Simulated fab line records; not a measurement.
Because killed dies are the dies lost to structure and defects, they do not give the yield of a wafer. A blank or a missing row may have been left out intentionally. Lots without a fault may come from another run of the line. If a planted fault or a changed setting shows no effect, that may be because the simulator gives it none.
Chamber matching | flow nand harc | NHARC_A_BONDPAD_CMP_29 on cmp-02: 4 sister chambers
The step polishes SiCN, target thk 200 nm. 8 wafers are shown with their chamber, then 9 later ones without.

== WAFERS, EACH WITH ITS CHAMBER ==
wafer  | chamber | motor current A (A)
L079.6 | 1       | 13.1
L082.1 | 3       | 11.7
L082.6 | 3       | 12.4
L085.4 | 1       | 13.5
L085.5 | 0       | 10.7
L084.1 | 2       | 10.8
L084.3 | 0       | 11.2
L084.5 | 2       | 11.0

== WAFERS WITH NO CHAMBER GIVEN ==
wafer  | motor current A (A)
L087.1 | 12.1
L087.3 | 10.9
L087.5 | 13.0
L091.2 | 13.4
L091.3 | 10.8
L091.4 | 12.2
L095.1 | 10.9
L095.3 | 11.7
L095.4 | 10.6

== EACH ONE'S CHAMBER ==
wafer  | from the rows above          | in truth
L087.1 | 3                            | 3
L087.3 | can't be placed: 2 or 0      | 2
L087.5 | can't be placed: 1 or 3      | 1
L091.2 | 1                            | 1
L091.3 | can't be placed: 2 or 0      | 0
L091.4 | 3                            | 3
L095.1 | can't be placed: 2 or 0      | 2
L095.3 | can't be placed: 3 or 0 or 2 | 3
L095.4 | can't be placed: 2 or 0      | 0
3 of 9 placed correctly. Cannot be placed on the basis of these rows: 6; the candidates contain the true chamber in 6. Number placed wrongly: 0.
How it was worked out, from the rows above alone: a wafer's distance from a chamber is the root of the sum, over the readings, of the square of ((its reading less the chamber's mean) divided by the reading's scatter). The wafer belongs to the nearest chamber; if the next one is less than 2 further off, it can't be placed. A chamber's mean is the mean of its shown wafers. The scatter: the root of (the sum of the squares of (reading less its chamber's mean) over the shown wafers, divided by (wafers less chambers)).
